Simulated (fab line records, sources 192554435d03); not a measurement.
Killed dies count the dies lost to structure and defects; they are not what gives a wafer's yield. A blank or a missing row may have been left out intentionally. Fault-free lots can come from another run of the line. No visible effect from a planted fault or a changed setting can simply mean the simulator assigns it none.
fab line records	flow n5_finfet
record: lots: 7	wafers: 39
route steps=1938 shown FIN_SAQP@130 SD_EPI_N@275 HKMG_FIN@449 MOL_CONTACT_COAG@624 BEOL_M4@1040
start_h: the number of hours between the record's first day and the start of the first shown wafer of the lot	wait_h: time in hours since the lot's previous step	" identical to the entry in the row above	L1.1+2: one row covering several wafers at once	- no value, or no start given	* or withheld: withheld	< > ~ a bound
route shown NAME@n: a module of which the file shows steps, and the number in the route of the first	usual: mean/standard deviation of fault-free wafers	same: alike in all rows	chamber/n: place in a boat	sites: per-site readings	_std_site: standard deviation across them	_edge_site: mean of outer sites minus mean of inner sites	radius_mm: for every site, how far away it sits from the centre of the wafer	mask NAME#n: copy n	behind: tool/chamber where the wafer was last shaped	hold: reason for holding the lot/hours on hold/outcome of the hold	device: the transistor (n, p or np) that didn't switch	end of line: the tests these same wafers got at the end of their route	for a step that has no rows: nothing shown but its recipe	killed: dies that structure and defects cost at the first sort, which is not the same as the wafer's yield	map: shows each die of a wafer: x if killed, . if not, _ if none is there
set.NAME: the setting as run; set.NAME@STEP: as run at that earlier step	model.NAME: the simulator's own value behind a step, which no gauge read
lots where settings were altered on purpose, with a table for each step and a row for each wafer
== steps ==
step: N5_FIN_SAQP_ETCH_65
recipe: chemistry: CF4	target: SiO2	target_depth_a: 40	ion_energy_ev: 350	time_s: 4.4	pressure_mtorr: 10	icp_w: 800	bias_w: 400	cf4_flow_sccm: 80
lot.wafer	tool	chamber	start_h	wait_h	set.time_s	model.etch.depth_nm
L075.1	rie_si-05	0	29.97	0.1	2.079	2.009
L075.2	"	2	"	"	4.4	3.824
L075.3	"	3	"	"	4.4	3.94
L075.4	"	1	"	"	2.079	1.811
L075.5	"	3	"	"	4.4	3.92
L075.6	"	2	"	"	2.079	1.799
L076.2	rie_si-05	1	37.04	0.1	4.4	3.83
L076.3	"	2	"	"	4.4	3.807
L076.5	"	2	"	"	4.4	3.794
L077.1	rie_si-05	1	42.50	0.1	4.4	3.836
L077.2	"	0	"	"	4.4	4.204
L077.3	"	3	"	"	4.4	3.908
L077.4	"	2	"	"	4.4	3.8
L077.5	"	3	"	"	4.4	3.925
L077.6	"	2	"	"	4.4	3.809
L078.1	rie_si-01	0	49.45	0.1	4.4	3.979
L078.2	"	1	"	"	6.232	5.88
L078.3	"	2	"	"	6.232	5.439
L078.4	"	3	"	"	4.4	3.997
L078.5	"	1	"	"	6.232	5.927
L078.6	"	2	"	"	4.4	3.867
L086.1	rie_si-03	0	102.39	0.1	3.191	2.923
L086.2+4	"	2,1	"	"	4.4	3.908
L086.3	"	3	"	"	4.4	3.889
L086.5	"	1	"	"	3.191	2.828
L086.6	"	0	"	"	3.191	2.968
L092.1	rie_si-05	1	133.44	0.1	2.242	1.98
L092.2	"	0	"	"	4.4	4.321
L092.3	"	2	"	"	2.242	1.963
L092.4	"	3	"	"	4.4	3.935
L092.5	"	3	"	"	2.242	2.032
L092.6	"	0	"	"	4.4	4.267
L094.1	rie_si-01	3	144.01	0.1	4.4	4.045
L094.2	"	1	"	"	6.708	6.319
L094.3	"	0	"	"	6.708	5.985
L094.4	"	2	"	"	6.708	5.893
L094.5	"	1	"	"	4.4	4.165
L094.6	"	2	"	"	4.4	3.835
step: N5_SD_EPI_N_ETCH_35
recipe: chemistry: N2/H2	target: SOC	overetch_a: 1080	mask_material: SiARC	temp_c: 40	ion_energy_ev: 100	source_w: 3000	bias_w: 133	pressure_mtorr: 20	time_s: 486	n2_flow_sccm: 200	h2_flow_sccm: 200
lot.wafer	tool	chamber	start_h	wait_h	set.time_s	model.SD_EPI_N.cd_nm	model.SiARC_of_SD_EPI_N_COAT_33.thk_nm
L075.1	rie_diel-05	1	55.88	0.0	337.2	114.8	25
L075.2	"	3	"	"	337.2	117.6	25.2
L075.3	"	2	"	"	486	119.6	19.6
L075.4	"	3	"	"	486	121.8	21
L075.5	"	2	"	"	486	121	19.6
L075.6	"	1	"	"	337.2	115.8	25
L076.2	rie_diel-05	3	60.94	0.0	486	121.8	20.8
L076.3	"	1	"	"	486	119.2	20.2
L076.5	"	2	"	"	486	119.4	19.8
L077.1	rie_diel-06	3	68.95	0.0	486	121.6	20.4
L077.2	"	1	"	"	632.5	125.6	16.2
L077.3	"	2	"	"	486	120.2	20
L077.4	"	3	"	"	486	120.8	20.4
L077.5	"	2	"	"	632.5	123.6	15.6
L077.6	"	1	"	"	632.5	125.2	16.2
L078.1	rie_diel-06	2	73.96	0.0	486	118.8	19.8
L078.2	"	0	"	"	486	120.6	19
L078.3	"	1	"	"	332	115.4	25.4
L078.4	"	3	"	"	332	116.6	25
L078.5	"	2	"	"	486	117.6	19.8
L078.6	"	3	"	"	332	117	25
L086.1	rie_diel-06	1	130.08	0.0	486	119.6	20.8
L086.2	"	0	"	"	486	120.6	19.6
L086.3	"	3	"	"	486	120	20.4
L086.4	"	2	"	"	486	117	20
L086.5	"	2	"	"	486	117.2	20
L086.6	"	1	"	"	486	120.2	20.8
L092.1	rie_diel-05	0	158.26	0.0	486	121	19.6
L092.2	"	1	"	"	486	122.2	20
L092.3	"	3	"	"	486	119.8	20.8
L092.4	"	2	"	"	248	112	27.2
L092.5	"	0	"	"	248	113.6	27.2
L092.6	"	3	"	"	248	115	27.8
L094.1	rie_diel-06	0	170.18	0.0	486	119.4	19.2
L094.2	"	3	"	"	486	119.8	20.2
L094.3	"	1	"	"	283.7	113.4	26.8
L094.4	"	3	"	"	283.7	113.8	26.2
L094.5	"	0	"	"	486	120.4	19.2
L094.6	"	1	"	"	283.7	112.4	26.6
step: N5_HKMG_FIN_ALD_71
recipe: material: TiN	target_thk_a: 10	temp_c: 400	ald_precursor_family: TiCl4	ald_co_reactant: NH3	pulse_time_s: 1	purge_time_s: 3	co_reactant_purge_time_s: 2	co_reactant_pulse_time_s: 2	ald_cycles: 47	pressure_torr: 3
lot.wafer	tool	chamber	start_h	wait_h	set.ald_cycles	model.TiN_of_HKMG_FIN_ALD_71.thk_nm
L075.1+2+3+4+5+6	ald_metal-01	0,3,2,1,0,3	84.20	0.0	47	1
L076.2+3+5	ald_metal-04	2,1,1	88.62	0.0	47	1
L077.1+2+3+4+5+6	ald_metal-01	3,2,0,1,0,3	95.96	0.0	47	1
L078.1+4+5	ald_metal-02	1,3,2	102.33	0.0	69	1.4
L078.2+3+6	"	2,0,1	"	"	47	1
L086.1+2+3+4+5+6	ald_metal-02	0,2,1,3,1,0	157.06	0.0	47	1
L092.1+2+3+4+5+6	ald_metal-04	0,2,1,3,0,1	185.24	0.0	47	1
L094.1+4+5	ald_metal-01	0,1,2	197.22	0.0	60	1.2
L094.2+3+6	"	3,2,3	"	"	47	1
step: N5_MOL_CONTACT_COAG_CVD_140
recipe: material: W	target_thk_a: 665	mode: selective_fill	temp_c: 300	time_s: 215
lot.wafer	tool	chamber	start_h	wait_h	set.target_thk_a	model.W_of_MOL_CONTACT_COAG_CVD_140.thk_nm
L075.1	cvd_w-02	0	110.19	0.1	313.2	32.6
L075.2	"	1	"	"	665	67
L075.3	"	1	"	"	313.2	31.4
L075.4	"	0	"	"	665	67.4
L075.5	"	0	"	"	313.2	32.8
L075.6	"	1	"	"	665	66.4
L076.2	cvd_w-01	0	113.85	0.1	665	66.4
L076.3	"	0	"	"	665	65.8
L076.5	"	0	"	"	665	66.2
L077.1	cvd_w-01	1	123.94	0.1	418.9	43.6
L077.2	"	0	"	"	418.9	41.8
L077.3	"	1	"	"	665	67.2
L077.4	"	0	"	"	665	67.4
L077.5	"	1	"	"	665	67.6
L077.6	"	0	"	"	418.9	42.2
L078.1	cvd_w-01	0	126.98	0.1	410.2	40.2
L078.2	"	1	"	"	410.2	41.2
L078.3	"	0	"	"	410.2	40.6
L078.4	"	1	"	"	665	67
L078.5	"	0	"	"	665	66.6
L078.6	"	1	"	"	665	66.8
L086.1	cvd_w-01	0	180.03	0.1	665	66.2
L086.2	"	1	"	"	980.2	99
L086.3	"	0	"	"	665	66
L086.4	"	1	"	"	980.2	99.4
L086.5	"	0	"	"	665	67
L086.6	"	1	"	"	980.2	98
L092.1	cvd_w-02	1	208.12	0.1	1027	101.6
L092.2	"	0	"	"	665	67
L092.3	"	0	"	"	665	67.8
L092.4	"	1	"	"	1027	102.2
L092.5	"	1	"	"	665	65.4
L092.6	"	0	"	"	1027	103.2
L094.1	cvd_w-02	1	220.00	0.1	523	51.2
L094.2	"	0	"	"	665	66.6
L094.3	"	1	"	"	523	50.8
L094.4	"	0	"	"	523	53.2
L094.5	"	1	"	"	665	65.6
L094.6	"	0	"	"	665	67
step: N5_MOL_CONTACT_COAG_PRECLEAN_127
recipe: chemistry: DIW	time_s: 57.5	temp_c: 23
step: N5_MOL_CONTACT_COAG_SRD_128
recipe: dry_time_s: 32	dry: n2_spin	spin_rpm: 1500
step: N5_MOL_CONTACT_COAG_CMP_52
recipe: stop_on: SiO2	t_overpolish_s: 1.5	post_cmp_clean: w_dilute_nh4oh	down_force_psi: 4	platen_rpm: 50.289	pad_velocity_m_s: 1.0006	target_thk_nm: 66.5
lot.wafer	tool	chamber	start_h	wait_h	set.target_thk_a@MOL_CONTACT_COAG_CVD_140	model.W_of_MOL_CONTACT_COAG_CVD_140.thk_nm
L075.2	cmp-03	1	110.51	0.0	665	67
L075.1	"	2	"	"	313.2	32.6
L075.3	"	3	"	"	313.2	31.4
L075.4	"	0	"	"	665	67.4
L075.5	"	1	"	"	313.2	32.8
L075.6	"	2	"	"	665	66.4
L076.2	cmp-02	1	114.25	0.1	665	66.4
L076.3	"	2	"	"	665	65.8
L076.5	"	0	"	"	665	66.2
L077.4	cmp-02	3	124.26	0.0	665	67.4
L077.1	"	0	"	"	418.9	43.6
L077.2	"	1	"	"	418.9	41.8
L077.3	"	2	"	"	665	67.2
L077.6	"	3	"	"	418.9	42.2
L077.5	"	0	"	"	665	67.6
L078.3	cmp-03	1	127.30	0.0	410.2	40.6
L078.4	"	2	"	"	665	67
L078.1	"	3	"	"	410.2	40.2
L078.2	"	0	"	"	410.2	41.2
L078.6	"	1	"	"	665	66.8
L078.5	"	2	"	"	665	66.6
L086.3	cmp-04	2	180.40	0.0	665	66
L086.4	"	3	"	"	980.2	65.4
L086.2	"	0	"	"	980.2	69
L086.1	"	1	"	"	665	66.2
L086.5	"	2	"	"	665	67
L086.6	"	3	"	"	980.2	66
L092.1	cmp-04	3	208.44	0.0	1027	64.4
L092.3	"	0	"	"	665	66
L092.2	"	1	"	"	665	67
L092.4	"	2	"	"	1027	66.4
L092.6	"	3	"	"	1027	64.2
L092.5	"	0	"	"	665	65.4
L094.3	cmp-03	3	220.48	0.2	523	50.8
L094.1	"	0	"	"	523	51.2
L094.2	"	1	"	"	665	66.6
L094.4	"	2	"	"	523	53.2
L094.5	"	3	"	"	665	65.6
L094.6	"	0	"	"	665	67
step: N5_BEOL_M4_ETCH_64
recipe: chemistry: N2/H2	target: SOC	target_depth_a: 750	overetch_a: 225	mask_material: SiARC	temp_c: 40	time_s: 121.9	ion_energy_ev: 200	pressure_mtorr: 30	source_w: 840	bias_w: 150	n2_flow_sccm: 200	h2_flow_sccm: 200
lot.wafer	tool	chamber	start_h	wait_h	set.target_depth_a	model.SiARC_of_BEOL_M4_COAT_62.thk_nm
L075.1	rie_diel-03	3	165.78	0.0	750	6.4
L075.2+5+6	"	1,1,3	"	"	750	6.2
L075.3+4	"	2	"	"	750	6
L076.2	rie_diel-06	1	169.70	0.0	750	6.6
L076.3+5	"	0	"	"	750	6.2
L077.1	rie_diel-05	3	170.27	0.0	946.9	5.8
L077.2	"	1	"	"	750	6.4
L077.3	"	0	"	"	750	6.2
L077.4+5	"	2	"	"	946.9	5.2
L077.6	"	3	"	"	750	6.8
L078.1+4	rie_diel-05	0,1	183.92	0.0	1066	4.4
L078.2	"	2	"	"	1066	4.6
L078.3+6	"	3	"	"	750	6.8
L078.5	"	0	"	"	750	6.2
L086.1+6	rie_diel-03	1,2	235.80	0.0	488.4	7.8
L086.2	"	2	"	"	750	6.2
L086.3	"	3	"	"	488.4	8
L086.4	"	0	"	"	750	6.4
L086.5	"	3	"	"	750	6.6
L092.1+6	rie_diel-06	3	267.74	0.0	467.8	8.2
L092.2+4	"	0,2	"	"	750	6.4
L092.3	"	1	"	"	750	6.6
L092.5	"	2	"	"	467.8	8
L094.1	rie_diel-03	2	278.27	0.0	750	6
L094.2+3	"	0,3	"	"	583.2	7.4
L094.4	"	3	"	"	750	6.6
L094.5	"	2	"	"	583.2	7
L094.6	"	0	"	"	750	6.4
step: N5_BEOL_M4_ETCH_70
recipe: chemistry: N2/H2	target: SOC	target_depth_a: 800	overetch_a: 240	mask_material: SiARC	temp_c: 40	time_s: 130	ion_energy_ev: 200	pressure_mtorr: 30	source_w: 840	bias_w: 150	n2_flow_sccm: 200	h2_flow_sccm: 200
lot.wafer	tool	chamber	start_h	wait_h	set.time_s	model.SiARC_of_BEOL_M4_COAT_68.thk_nm
L075.1+3	rie_diel-05	2,0	172.53	0.0	130	5.8
L075.2	"	3	"	"	130	6.2
L075.4+5+6	"	1,1,0	"	"	166.9	4
L076.2+3	rie_diel-05	1,0	176.57	0.0	130	5.8
L076.5	"	2	"	"	130	6
L077.1	rie_diel-03	2	176.63	0.0	183.1	3
L077.2	"	3	"	"	183.1	3.4
L077.3	"	0	"	"	183.1	3.6
L077.4+6	"	1	"	"	130	5.8
L077.5	"	0	"	"	130	6
L078.1	rie_diel-03	0	192.83	0.0	201.4	2.8
L078.2	"	1	"	"	130	5.8
L078.3	"	2	"	"	201.4	2
L078.4+6	"	3,0	"	"	130	6
L078.5	"	3	"	"	201.4	2.6
L086.1	rie_diel-03	2	237.97	0.0	200.2	2.2
L086.2+5	"	0,3	"	"	130	6
L086.3	"	1	"	"	130	5.8
L086.4+6	"	3,0	"	"	200.2	2.8
L092.1	rie_diel-06	0	273.29	0.0	159.9	4.4
L092.2+3	"	3,1	"	"	159.9	5
L092.4	"	2	"	"	130	6
L092.5	"	3	"	"	130	6.4
L092.6	"	2	"	"	130	6.2
L094.1	rie_diel-03	3	279.70	0.0	130	6.2
L094.2+4	"	2	"	"	130	5.6
L094.3	"	0	"	"	109.6	6.8
L094.5+6	"	3,0	"	"	109.6	7
== key ==
split: step: N5_FIN_SAQP_ETCH_65	setting: time_s	stated: 4.4	by: wafer
response: step: N5_FIN_SAQP_ETCH_65	reading: model.etch.depth_nm	change: +0.0406	per: 1%	r: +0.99
split: step: N5_SD_EPI_N_ETCH_35	setting: time_s	stated: 486	by: wafer
response: step: N5_SD_EPI_N_ETCH_35	reading: model.SD_EPI_N.cd_nm	change: +0.142	per: 1%	r: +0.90
response: step: N5_SD_EPI_N_ETCH_35	reading: model.SiARC_of_SD_EPI_N_COAT_33.thk_nm	change: -0.158	per: 1%	r: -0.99
split: step: N5_HKMG_FIN_ALD_71	setting: ald_cycles	stated: 47	by: wafer
response: step: N5_HKMG_FIN_ALD_71	reading: model.TiN_of_HKMG_FIN_ALD_71.thk_nm	change: +0.00821	per: 1%	r: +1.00
split: step: N5_MOL_CONTACT_COAG_CVD_140	setting: target_thk_a	stated: 665	by: wafer
response: step: N5_MOL_CONTACT_COAG_CVD_140	reading: model.W_of_MOL_CONTACT_COAG_CVD_140.thk_nm	change: +0.667	per: 1%	r: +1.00
response: step: N5_MOL_CONTACT_COAG_CMP_52	reading: model.W_of_MOL_CONTACT_COAG_CVD_140.thk_nm	shape: bent	at_lowest: 32.27	at_stated: 66.6	at_highest: 65
split: step: N5_BEOL_M4_ETCH_64	setting: target_depth_a	stated: 750	by: wafer
response: step: N5_BEOL_M4_ETCH_64	reading: model.SiARC_of_BEOL_M4_COAT_62.thk_nm	change: -0.0452	per: 1%	r: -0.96
split: step: N5_BEOL_M4_ETCH_70	setting: time_s	stated: 130	by: wafer
response: step: N5_BEOL_M4_ETCH_70	reading: model.SiARC_of_BEOL_M4_COAT_68.thk_nm	change: -0.063	per: 1%	r: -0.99
